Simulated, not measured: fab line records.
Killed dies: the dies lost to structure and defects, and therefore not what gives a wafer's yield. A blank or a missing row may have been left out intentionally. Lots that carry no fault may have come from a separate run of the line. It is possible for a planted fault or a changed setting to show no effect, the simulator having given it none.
8D (eight disciplines) problem report, filled in by code -- flow n5 finfet -- the parts of the form that need people (team, actions taken, sign-off) are left out

1. THE PROBLEM
At N5_BEOL_M7_COAT_59, spin speed rpm averages 1669.0 rpm over 6 wafers from 2 lots, while fault-free wafers read 1499.9 rpm, standard deviation 1. So: +99 or more standard deviations from the usual mean.
The step: time 60 s, resist thk 100 nm.
Seen first at day 12 22:54 on litho track-05, wafer L945.2. Wafers with a number at this step in the record: 36, from 12 lots. Rule for "out" (also "out of limits"): further than 4 standard deviations from the usual mean. All remaining wafers that have a number are taken as sound.

2. WHAT IT IS, WHAT IT ISN'T
question,is,is not
which readings at this step,spin speed rpm,-
which lots,"L944, L945","L928, L930, L931, L932, L934, L936, L937, L940, L943, L950"
which wafers of those lots,all that have a number,-
read on which tools,litho track-05,"litho track-01, litho track-03"
when,from day 12 22:54,up to then (27 sound wafers); but 3 sound wafers of L950 came after

3. WHAT RULES OUT EACH SUSPECT
Counting: any tool at a process step up to the reading is kept as a suspect provided that every lot that is out went through it and no sound lot did after the first of them.
- pvd sputter-02 at N5_BEOL_M6_PRE_CLEAN_45 (time 30 s): ruled out as a lasting fault. The sound lots L950 went through it after L945, its earliest lot that is out (day 12 17:16).
- rtp anneal-01 at N5_BEOL_M6_ANNEAL_51 (time 90 s): kept. Every lot that is out went through it, starting with L945 (day 12 19:46), and after that it ran no sound lot; the last sound lot it ran before then is L940 (day 11 19:43).
- litho track-05 at N5_BEOL_M7_COAT_59 (time 60 s, resist thk 100 nm): kept. Every lot that is out went through it, starting with L945 (day 12 22:54), and after that it ran no sound lot; the last sound lot it ran before then is L940 (day 11 22:04). Its own spin speed rpm readings are out on those wafers.
Remaining after the count are rtp anneal-01 at N5_BEOL_M6_ANNEAL_51 and litho track-05 at N5_BEOL_M7_COAT_59.

4. THE CAUSE (what the simulator had put in)
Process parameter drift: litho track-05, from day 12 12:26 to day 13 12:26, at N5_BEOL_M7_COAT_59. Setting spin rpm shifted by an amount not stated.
Counting left 2 suspects, and this tool is among them.

5. SEQUENCE OF EFFECTS, ordered by route
One row per reading whose mean, taken over the struck wafers that have a number, lies over 3 standard deviations from the usual. Scope: only readings with a usual standard deviation given in the record; hours: median across lots of the time from each lot's start at the first step in this table that gives one to its start at this step; sigmas: change in usual standard deviations.
hours,step,reading,usual,on struck wafers,change,sigmas
0,N5_BEOL_M7_COAT_59,spin speed rpm,1499.9 rpm,1669.0,+169.0,+99 or more
Its process steps:
- N5_BEOL_M7_COAT_59: time 60 s, resist thk 100 nm.

6. HOW IT WOULD HAVE BEEN CAUGHT EARLIER
In this record the first reading out of limits was taken at day 12 22:54, 10 hours after the fault began at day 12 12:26.
